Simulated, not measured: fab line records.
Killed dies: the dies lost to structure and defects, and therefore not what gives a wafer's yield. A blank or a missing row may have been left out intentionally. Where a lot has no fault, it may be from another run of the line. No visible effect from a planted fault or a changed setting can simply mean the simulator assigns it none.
The tool behind it: which one?    flow nand harc    18 wafers from 6 lots sampled at 2 of the route's 1159 steps

## WHAT THE GAUGES SHOWED, per wafer
NHARC_P_GATE_CD_MEAS_46: the cd target is 720 nm.
lot   measured     on         cd nm (nm)
L742  day 5 12:21  cd sem-01  719.5 721.4 720.8
L745  day 6 18:01  cd sem-01  718.0 717.2 720.6
L746  day 7 02:29  cd sem-03  719.3 718.8 718.5
L749  day 7 09:25  cd sem-03  719.5 719.9 719.9
L754  day 8 11:13  cd sem-02  719.2 720.3 720.6
L751  day 8 11:01  cd sem-02  717.2 717.7 718.8

## WHAT TOOL EACH LOT RAN ON (gives the tool, then ch and the chambers of the sampled wafers, and finally the start)
lot   NHARC_P_GATE_EXPOSE_43
L742  krf scanner-02 ch 0, day 5 12:12
L745  krf scanner-04 ch 0, day 6 17:52
L746  krf scanner-04 ch 0, day 7 02:20
L749  krf scanner-04 ch 0, day 7 09:16
L754  krf scanner-04 ch 0, day 8 11:04
L751  krf scanner-02 ch 0, day 8 10:52
- NHARC_P_GATE_EXPOSE_43: exposes mask P NSD, target cd 720 nm.

## THE ANSWER, worked out from the rows above alone
Rule: what is usual is taken from the lots themselves. The widest of any qualifying gaps counts: lots, ordered by their means at a reading, are off when they make up no more than a third of the lots, leave a main group of 4 or more, and stand apart from it by 3 or more times the standard deviation of that group's means. If all means in a main group match to the digits the tables above print for the reading, that group is not used. Also off: a lot with no number at a reading for which 4 or more lots have one. Any other lot the step has rows for is counted as sound.
None of the lots is off at any reading shown; this tells nothing.

## WHAT THE SIMULATOR HAD PUT IN
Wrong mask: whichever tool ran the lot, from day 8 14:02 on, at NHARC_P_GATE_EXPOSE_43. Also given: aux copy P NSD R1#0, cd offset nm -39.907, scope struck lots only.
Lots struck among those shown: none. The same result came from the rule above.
